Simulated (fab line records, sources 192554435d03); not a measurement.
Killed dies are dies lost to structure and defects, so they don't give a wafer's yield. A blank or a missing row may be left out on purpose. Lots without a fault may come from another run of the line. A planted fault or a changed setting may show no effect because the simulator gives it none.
Chamber matching | flow n5_finfet | N5_BEOL_M4_STRIP_36 on rie_diel-03: 4 sister chambers
The step strips in N2/H2. 20 wafers are shown with their chamber, then 10 later ones without.

WAFERS WITH THEIR CHAMBER
wafer  | chamber | drypump_motor_current_A (A) | showerhead_plenum_p_Torr (Torr) | throttle_valve_pct (%)
L076.1 | 1       | 5.3                         | 2.60                            | 23.79
L076.4 | 0       | 6.1                         | 2.45                            | 23.41
L076.6 | 3       | 5.6                         | 2.48                            | 23.55
L075.1 | 0       | 6.1                         | 2.45                            | 23.41
L075.3 | 1       | 5.3                         | 2.60                            | 23.81
L075.6 | 1       | 5.3                         | 2.60                            | 23.78
L077.2 | 3       | 5.6                         | 2.48                            | 23.56
L077.3 | 2       | 6.2                         | 2.44                            | 23.83
L077.5 | 2       | 6.2                         | 2.44                            | 23.84
L079.2 | 1       | 5.3                         | 2.60                            | 23.81
L079.4 | 0       | 6.1                         | 2.44                            | 23.44
L079.6 | 1       | 5.3                         | 2.60                            | 23.80
L081.3 | 0       | 6.1                         | 2.44                            | 23.40
L081.5 | 2       | 6.3                         | 2.44                            | 23.87
L081.6 | 3       | 5.6                         | 2.48                            | 23.53
L082.1 | 1       | 5.3                         | 2.60                            | 23.78
L082.2 | 3       | 5.6                         | 2.48                            | 23.55
L082.5 | 2       | 6.2                         | 2.44                            | 23.87
L087.1 | 1       | 5.3                         | 2.59                            | 23.85
L087.5 | 3       | 5.6                         | 2.47                            | 23.58

SIGNATURES (means of the wafers above)
reading                  | chamber 0 | chamber 1 | chamber 2 | chamber 3 | scatter within a chamber
drypump_motor_current_A  | 6.100     | 5.300     | 6.225     | 5.600     | 0.0217
showerhead_plenum_p_Torr | 2.4450    | 2.5986    | 2.4400    | 2.4780    | 0.00408
throttle_valve_pct       | 23.4150   | 23.8029   | 23.8525   | 23.5540   | 0.021
Rule: a wafer's distance from a chamber is the root of the sum, over the readings, of the square of ((its reading less the chamber's mean) divided by the reading's scatter). The wafer belongs to the nearest chamber; if the next one is less than 2 further off, it can't be placed. The scatter: the root of (the sum of the squares of (reading less its chamber's mean) over the shown wafers, divided by (wafers less chambers)).

WAFERS WITHOUT THEIR CHAMBER
wafer  | drypump_motor_current_A (A) | showerhead_plenum_p_Torr (Torr) | throttle_valve_pct (%)
L087.6 | 6.2                         | 2.43                            | 23.86
L089.2 | 6.1                         | 2.43                            | 23.49
L089.5 | 5.6                         | 2.47                            | 23.58
L089.6 | 6.1                         | 2.43                            | 23.90
L091.1 | 5.6                         | 2.47                            | 23.59
L091.2 | 5.3                         | 2.59                            | 23.85
L091.6 | 6.2                         | 2.43                            | 23.90
L095.1 | 5.3                         | 2.58                            | 23.84
L095.2 | 6.1                         | 2.43                            | 23.47
L095.6 | 5.3                         | 2.58                            | 23.89

WHICH CHAMBER EACH WENT THROUGH
wafer  | from the rows above | in truth
L087.6 | 2                   | 2
L089.2 | 0                   | 0
L089.5 | 3                   | 3
L089.6 | 2                   | 2
L091.1 | 3                   | 3
L091.2 | 1                   | 1
L091.6 | 2                   | 2
L095.1 | 1                   | 1
L095.2 | 0                   | 0
L095.6 | 1                   | 1
Placed correctly: 10 of 10. Can't be placed from these rows: 0. Placed wrongly: 0.
